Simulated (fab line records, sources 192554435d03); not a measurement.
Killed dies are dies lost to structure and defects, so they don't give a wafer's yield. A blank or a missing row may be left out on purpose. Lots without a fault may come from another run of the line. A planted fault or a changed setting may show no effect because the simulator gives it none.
Chamber matching | flow n5_finfet | N5_BEOL_M1_STRIP_36 on rie_diel-04: 4 sister chambers
The step strips in N2/H2. 7 wafers are shown with their chamber, then 10 later ones without.

WAFERS WITH THEIR CHAMBER
wafer  | chamber | drypump_motor_current_A (A) | throttle_valve_pct (%)
L090.5 | 0       | 5.53                        | 23.90
L090.6 | 3       | 6.22                        | 24.00
L091.1 | 1       | 6.03                        | 23.55
L091.4 | 2       | 5.60                        | 23.27
L091.5 | 2       | 5.62                        | 23.29
L093.1 | 1       | 6.04                        | 23.53
L093.3 | 0       | 5.54                        | 23.82

WAFERS WITHOUT THEIR CHAMBER
wafer  | drypump_motor_current_A (A) | throttle_valve_pct (%)
L093.4 | 6.21                        | 24.01
L095.1 | 6.02                        | 23.56
L095.2 | 5.61                        | 23.28
L095.3 | 6.20                        | 23.98
L096.1 | 5.57                        | 23.30
L096.4 | 6.02                        | 23.54
L096.5 | 5.60                        | 23.32
L097.2 | 5.60                        | 23.28
L097.4 | 6.24                        | 24.01
L097.5 | 6.03                        | 23.55

WHICH CHAMBER EACH WENT THROUGH
wafer  | from the rows above | in truth
L093.4 | 3                   | 3
L095.1 | 1                   | 1
L095.2 | 2                   | 2
L095.3 | 3                   | 3
L096.1 | 2                   | 2
L096.4 | 1                   | 1
L096.5 | 2                   | 2
L097.2 | 2                   | 2
L097.4 | 3                   | 3
L097.5 | 1                   | 1
Placed correctly: 10 of 10. Can't be placed from these rows: 0. Placed wrongly: 0.
How it was worked out, from the rows above alone: a wafer's distance from a chamber is the root of the sum, over the readings, of the square of ((its reading less the chamber's mean) divided by the reading's scatter). The wafer belongs to the nearest chamber; if the next one is less than 2 further off, it can't be placed. A chamber's mean is the mean of its shown wafers. The scatter: the root of (the sum of the squares of (reading less its chamber's mean) over the shown wafers, divided by (wafers less chambers)).
